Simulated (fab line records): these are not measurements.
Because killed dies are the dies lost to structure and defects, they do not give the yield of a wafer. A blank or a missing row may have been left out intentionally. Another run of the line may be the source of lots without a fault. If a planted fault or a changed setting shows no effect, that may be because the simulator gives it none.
Lot-split experiment / flow n5Finfet / on a route of 1938 steps: 7 lots, 19 wafers read

## THE SPLIT
At N5_BEOL_M3_SPUTTER_48 (material Cu, target thk 4.5 nm, time 8.29 s), the setting timeS was moved away from the recipe's 8.29 s on 4 of the 19 wafers read, by -13.5% to +12.7%. The other wafers ran this setting at the recipe's value.

The reading is taken at the split's own step.

## THE READING
Cu_of_BEOL_M3_SPUTTER_48.thkNm (the simulator's own value, which no gauge read), in nm, at N5_BEOL_M3_SPUTTER_48 (material Cu, target thk 4.5 nm, time 8.29 s). There is no usual value for it anywhere in the file. The 15 wafers here that ran the recipe average 4.6 nm, standard deviation 0.15 nm.

wafer=L074.4; tool, chamber at the split=pvdSputter-01, -; timeS as run, s=8.29; against the recipe=recipe; Cu_of_BEOL_M3_SPUTTER_48.thkNm, nm=4.6; against lot-mates on the recipe=-
wafer=L074.5; tool, chamber at the split=pvdSputter-01, -; timeS as run, s=8.29; against the recipe=recipe; Cu_of_BEOL_M3_SPUTTER_48.thkNm, nm=4.6; against lot-mates on the recipe=-
wafer=L074.6; tool, chamber at the split=pvdSputter-01, -; timeS as run, s=7.174; against the recipe=-13.5%; Cu_of_BEOL_M3_SPUTTER_48.thkNm, nm=4; against lot-mates on the recipe=-0.6
wafer=L078.3; tool, chamber at the split=pvdSputter-03, -; timeS as run, s=8.29; against the recipe=recipe; Cu_of_BEOL_M3_SPUTTER_48.thkNm, nm=4.6; against lot-mates on the recipe=-
wafer=L078.4; tool, chamber at the split=pvdSputter-03, -; timeS as run, s=8.29; against the recipe=recipe; Cu_of_BEOL_M3_SPUTTER_48.thkNm, nm=4.6; against lot-mates on the recipe=-
wafer=L078.6; tool, chamber at the split=pvdSputter-03, -; timeS as run, s=8.29; against the recipe=recipe; Cu_of_BEOL_M3_SPUTTER_48.thkNm, nm=4.4; against lot-mates on the recipe=-
wafer=L083.4; tool, chamber at the split=pvdSputter-03, -; timeS as run, s=8.29; against the recipe=recipe; Cu_of_BEOL_M3_SPUTTER_48.thkNm, nm=4.4; against lot-mates on the recipe=-
wafer=L083.5; tool, chamber at the split=pvdSputter-03, -; timeS as run, s=9.342; against the recipe=+12.7%; Cu_of_BEOL_M3_SPUTTER_48.thkNm, nm=5; against lot-mates on the recipe=+0.6
wafer=L085.2; tool, chamber at the split=pvdSputter-02, -; timeS as run, s=8.29; against the recipe=recipe; Cu_of_BEOL_M3_SPUTTER_48.thkNm, nm=4.4; against lot-mates on the recipe=-
wafer=L085.3; tool, chamber at the split=pvdSputter-02, -; timeS as run, s=8.29; against the recipe=recipe; Cu_of_BEOL_M3_SPUTTER_48.thkNm, nm=4.4; against lot-mates on the recipe=-
wafer=L085.6; tool, chamber at the split=pvdSputter-02, -; timeS as run, s=8.29; against the recipe=recipe; Cu_of_BEOL_M3_SPUTTER_48.thkNm, nm=4.4; against lot-mates on the recipe=-
wafer=L088.1; tool, chamber at the split=pvdSputter-03, -; timeS as run, s=8.29; against the recipe=recipe; Cu_of_BEOL_M3_SPUTTER_48.thkNm, nm=4.6; against lot-mates on the recipe=-
wafer=L088.2; tool, chamber at the split=pvdSputter-03, -; timeS as run, s=8.29; against the recipe=recipe; Cu_of_BEOL_M3_SPUTTER_48.thkNm, nm=4.4; against lot-mates on the recipe=-
wafer=L088.5; tool, chamber at the split=pvdSputter-03, -; timeS as run, s=7.505; against the recipe=-9.5%; Cu_of_BEOL_M3_SPUTTER_48.thkNm, nm=4; against lot-mates on the recipe=-0.5
wafer=L091.1; tool, chamber at the split=pvdSputter-03, -; timeS as run, s=8.29; against the recipe=recipe; Cu_of_BEOL_M3_SPUTTER_48.thkNm, nm=4.8; against lot-mates on the recipe=-
wafer=L091.4; tool, chamber at the split=pvdSputter-03, -; timeS as run, s=8.29; against the recipe=recipe; Cu_of_BEOL_M3_SPUTTER_48.thkNm, nm=4.8; against lot-mates on the recipe=-
wafer=L091.3; tool, chamber at the split=pvdSputter-03, -; timeS as run, s=8.29; against the recipe=recipe; Cu_of_BEOL_M3_SPUTTER_48.thkNm, nm=4.6; against lot-mates on the recipe=-
wafer=L092.4; tool, chamber at the split=pvdSputter-02, -; timeS as run, s=8.29; against the recipe=recipe; Cu_of_BEOL_M3_SPUTTER_48.thkNm, nm=4.8; against lot-mates on the recipe=-
wafer=L092.5; tool, chamber at the split=pvdSputter-02, -; timeS as run, s=7.955; against the recipe=-4.0%; Cu_of_BEOL_M3_SPUTTER_48.thkNm, nm=4.4; against lot-mates on the recipe=-0.4

FIT RESULTS
A straight line over all 19 wafers: Cu_of_BEOL_M3_SPUTTER_48.thkNm changes by +0.0421 nm for each +1% of timeS; r = +0.82; the points scatter about the line by 0.15 nm.
The same after taking each lot's own level away (the mean of its wafers on the recipe; 19 wafers): +0.0488 nm for each +1%; r = +0.95; scatter 0.083 nm.
The reading moves by 0.66 nm for the largest change in timeS, on that fit.
The lots' own levels span 4.40 to 4.80 nm, that is 2.7 times the standard deviation above.
So the slope is not independent of the lot-to-lot level: the two fits are not the same.
Check: with one of the wafers moved furthest among these (-13.5%) left out of the fit, the line predicts -0.718 nm for it against its lot-mates. Against them it came out at -0.6 nm.

## OTHER SPLITS APPLIED TO THESE WAFERS
These wafers also went through other splits before the reading. Each is held against what the fit with the lots' levels taken away leaves over:
other split on the same wafers=N5_BEOL_M3_COAT_05 spinRpm; wafers away from the commonest value=3; r with Cu_of_BEOL_M3_SPUTTER_48.thkNm (lot level and that fit taken away)=+0.02

## FILE'S OWN FIT
Cu_of_BEOL_M3_SPUTTER_48.thkNm changes by +0.0489 nm for each +1% of timeS, r = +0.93.
